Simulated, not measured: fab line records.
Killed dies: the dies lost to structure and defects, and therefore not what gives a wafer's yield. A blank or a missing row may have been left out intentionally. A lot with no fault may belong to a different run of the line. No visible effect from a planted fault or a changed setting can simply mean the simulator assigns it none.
Comparing a struck lot with a sound one -- flow nand-harc -- 14 steps out of a route of 1302
Sound: the wafers L552.2, L552.3, L552.4. The struck wafers were L538.2, L538.5, L538.6. The cause is named last.
For every step that has rows: the tool of each side, followed by ch and its chambers, followed by its first start. Under that, the readings that differ: sound wafers -- struck wafers -- difference of the means -- sigmas: that difference in standard deviations of wafers without a fault.
alike: a reading whose means differ by less than 2 such deviations, as well as words and numbers matching on both sides. not compared: withheld readings; readings where some wafer has no value; bounds like >300 that might hide an equal value; numbers whose values overlap and for which the record gives no deviation.
A row with sigmas, a row that says differs or no value, or rows on one side alone: a step with any of these is where the two part. When numbers do not overlap yet have no deviation, they are printed without sigmas and do not part them. A reading missing from all wafers of one side parts the sides only when that side holds two or more wafers.

first, 7 steps without rows for these wafers: NHARC_P_GATE_HMDS_39 (time 30 s); NHARC_P_GATE_COAT_40; NHARC_P_GATE_SOFTBAKE_41 (time 95 s); NHARC_P_GATE_EBR_42; NHARC_P_GATE_EXPOSE_43 (exposes mask P NSD, target cd 720 nm); NHARC_P_GATE_PEB_44 (peb time 85 s); NHARC_P_GATE_DEVELOP_45 (time 70 s).
NHARC_P_GATE_CD_MEAS_46 targets a cd of 720 nm.
  sound on cd-sem-01 ch 0, day 13 16:53; struck on cd-sem-01 ch 0, day 7 20:17
  alike: cd-nm
then, 1 step without rows for these wafers: NHARC_P_GATE_HARDBAKE_47 (time 80 s).
NHARC_P_GATE_DESCUM_48: chemistry O2, time 3 s.
  sound on rie-diel-10 ch 0,1, day 13 17:02; struck on rie-diel-13 ch 0,2,3, day 7 20:28
  alike: drypump-motor-current-A, oes-product-au, rf-vpp-V, showerhead-plenum-p-Torr, throttle-valve-pct
  not compared: rf-hours-counter-h
after that, 1 step had no rows for these wafers: NHARC_P_GATE_IMPLANT_49.
NHARC_P_GATE_STRIP_111: strips in N2/H2, time 250 s.
  sound on plasma-asher-02 ch 0,1, day 13 17:29; struck on plasma-asher-01 ch 0,1, day 7 20:52
  alike: drypump-motor-current-A, heater-power-w
  not compared: rf-hours-counter-h
NHARC_P_GATE_STRIP_75: strips in O2.
  sound on plasma-asher-02 ch 0,1, day 13 17:45; struck on plasma-asher-01 ch 0,1, day 7 21:07
  no value came back on the struck wafers for drypump-motor-current-A (A), heater-power-w (W); on the sound wafers drypump-motor-current-A (A) reads 5.95 5.98 5.53
  not compared: rf-hours-counter-h
then, 1 step without rows for these wafers: NHARC_P_GATE_STRIP_50 (strips in SPM, time 900 s).

WHERE THEY PART
Only at NHARC_P_GATE_STRIP_75, within this record.

WHY: whatever the simulator had introduced
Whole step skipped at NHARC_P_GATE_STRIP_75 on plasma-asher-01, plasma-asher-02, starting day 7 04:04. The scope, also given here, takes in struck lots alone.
